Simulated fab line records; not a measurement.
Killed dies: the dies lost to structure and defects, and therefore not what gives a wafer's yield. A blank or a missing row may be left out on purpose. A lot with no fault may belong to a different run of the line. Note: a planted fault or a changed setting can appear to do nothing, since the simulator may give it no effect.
Split-lot trial | flow n5_finfet | on a route of 1938 steps: 7 lots, 39 wafers read

## THE SPLIT ITSELF
At N5_SD_EPI_P_EPI_21 (deposits SiGe:B, time 355 s), the setting epi_growth_time_s was moved away from the recipe's 355 s on 12 of the 39 wafers read, by +4.2% to +11.1%. The other wafers ran this setting at the recipe's value.

The split's own step is where the reading is taken.

## THE READING
SiGe-B_of_SD_EPI_P_EPI_21.thk_nm (the simulator's own value, which no gauge read), in nm, at N5_SD_EPI_P_EPI_21 (deposits SiGe:B, time 355 s). There is no usual value for it anywhere in the file. Here, 27 wafers ran the recipe; their average is 61.1 nm with a standard deviation of 0.61 nm.

wafer  | tool, chamber at the split | epi_growth_time_s as run, s | against the recipe | SiGe-B_of_SD_EPI_P_EPI_21.thk_nm, nm | against lot-mates on the recipe
L077.1 | epi_rpcvd-03, 0            | 355                         | recipe             | 61.6                                 | -
L077.2 | epi_rpcvd-03, 0            | 355                         | recipe             | 61.6                                 | -
L077.3 | epi_rpcvd-03, 0            | 355                         | recipe             | 61.6                                 | -
L077.4 | epi_rpcvd-03, 0            | 355                         | recipe             | 62.2                                 | -
L077.5 | epi_rpcvd-03, 0            | 355                         | recipe             | 61                                   | -
L077.6 | epi_rpcvd-03, 0            | 355                         | recipe             | 61.8                                 | -
L078.1 | epi_rpcvd-02, 0            | 394.3                       | +11.1%             | 64.6                                 | +4.4
L078.2 | epi_rpcvd-02, 0            | 394.3                       | +11.1%             | 65                                   | +4.8
L078.3 | epi_rpcvd-02, 0            | 355                         | recipe             | 60.6                                 | -
L078.4 | epi_rpcvd-02, 0            | 394.3                       | +11.1%             | 65.2                                 | +5.0
L078.5 | epi_rpcvd-02, 0            | 355                         | recipe             | 60.2                                 | -
L078.6 | epi_rpcvd-02, 0            | 355                         | recipe             | 59.8                                 | -
L082.1 | epi_rpcvd-02, 0            | 394.1                       | +11.0%             | 64.8                                 | +4.3
L082.2 | epi_rpcvd-02, 0            | 394.1                       | +11.0%             | 65                                   | +4.5
L082.3 | epi_rpcvd-02, 0            | 355                         | recipe             | 60                                   | -
L082.4 | epi_rpcvd-02, 0            | 394.1                       | +11.0%             | 65.2                                 | +4.7
L082.5 | epi_rpcvd-02, 0            | 355                         | recipe             | 60.4                                 | -
L082.6 | epi_rpcvd-02, 0            | 355                         | recipe             | 61.2                                 | -
L084.1 | epi_rpcvd-01, 0            | 355                         | recipe             | 61.2                                 | -
L084.2 | epi_rpcvd-01, 0            | 355                         | recipe             | 60.2                                 | -
L084.3 | epi_rpcvd-01, 0            | 369.9                       | +4.2%              | 62.4                                 | +1.7
L084.4 | epi_rpcvd-01, 0            | 369.9                       | +4.2%              | 63                                   | +2.3
L084.5 | epi_rpcvd-01, 0            | 369.9                       | +4.2%              | 62                                   | +1.3
L084.6 | epi_rpcvd-01, 0            | 355                         | recipe             | 60.8                                 | -
L085.1 | epi_rpcvd-02, 0            | 374.4                       | +5.5%              | 64                                   | +2.9
L085.2 | epi_rpcvd-02, 0            | 355                         | recipe             | 61.6                                 | -
L085.3 | epi_rpcvd-02, 0            | 374.4                       | +5.5%              | 62.8                                 | +1.7
L085.6 | epi_rpcvd-02, 0            | 374.4                       | +5.5%              | 62.8                                 | +1.7
L085.4 | epi_rpcvd-02, 0            | 355                         | recipe             | 60.8                                 | -
L085.5 | epi_rpcvd-02, 0            | 355                         | recipe             | 61                                   | -
L090.1 | epi_rpcvd-02, 0            | 355                         | recipe             | 60.8                                 | -
L090.6 | epi_rpcvd-02, 0            | 355                         | recipe             | 60.8                                 | -
L090.5 | epi_rpcvd-02, 0            | 355                         | recipe             | 61                                   | -
L093.1 | epi_rpcvd-03, 0            | 355                         | recipe             | 62                                   | -
L093.2 | epi_rpcvd-03, 0            | 355                         | recipe             | 61.2                                 | -
L093.6 | epi_rpcvd-03, 0            | 355                         | recipe             | 61.2                                 | -
L093.3 | epi_rpcvd-03, 0            | 355                         | recipe             | 61.6                                 | -
L093.5 | epi_rpcvd-03, 0            | 355                         | recipe             | 61.6                                 | -
L093.4 | epi_rpcvd-03, 0            | 355                         | recipe             | 61.8                                 | -

THE FIT
A straight line over all 39 wafers: SiGe-B_of_SD_EPI_P_EPI_21.thk_nm changes by +0.352 nm for each +1% of epi_growth_time_s; r = +0.93; the points scatter about the line by 0.57 nm.
The same after taking each lot's own level away (the mean of its wafers on the recipe; 39 wafers): +0.414 nm for each +1%; r = +0.98; scatter 0.37 nm.
The reading moves by 4.6 nm for the largest change in epi_growth_time_s, on that fit.
The lots' own levels span 60.20 to 61.63 nm, that is 2.3 times the standard deviation above.
So the lot-to-lot level changes the slope: the two fits differ.
Check: +4.6 nm against its lot-mates is what the line predicts for one of the wafers moved furthest among these (+11.1%) when that wafer is left out of the fit. It came out at +4.4 nm against them.

## OTHER SPLITS ON THESE WAFERS
Before the reading, these wafers also passed through other splits. Each is held against what the fit with the lots' levels taken away leaves over:
other split on the same wafers               | wafers away from the commonest value | r with SiGe-B_of_SD_EPI_P_EPI_21.thk_nm (lot level and that fit taken away)
N5_FIN_SAQP_MANDREL_ETCH_22 icp_w            | 15                                   | +0.09
N5_FIN_CUT_EXPOSE_05 dose_mj                 | 6                                    | -0.05
N5_STI_FIN_REVEAL_ETCHBACK_08 target_depth_a | 18                                   | +0.11
N5_DUMMY_GATE_ETCH_42 bias_w                 | 15                                   | +0.19
N5_SD_EPI_N_SD_RECESS_17 time_s              | 9                                    | +0.04

## THE WHOLE CHAIN: every reading that the file lists as answering this split, in the file's order
step                    | what it does                | reading                                                                           | change (the file's fit)               | r (the file's)
N5_SD_EPI_P_EPI_21      | deposits SiGe:B, time 355 s | SiGe-B_of_SD_EPI_P_EPI_21.thk_nm (the simulator's own value, which no gauge read) | +0.412 nm for each +1% of the setting | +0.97
N5_SD_EPI_P_EPI_MEAS_23 |                             | thk_nm                                                                            | withheld for each +1% of the setting  | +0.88

## FILE'S OWN FIT
SiGe-B_of_SD_EPI_P_EPI_21.thk_nm changes by +0.412 nm for each +1% of epi_growth_time_s, r = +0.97.
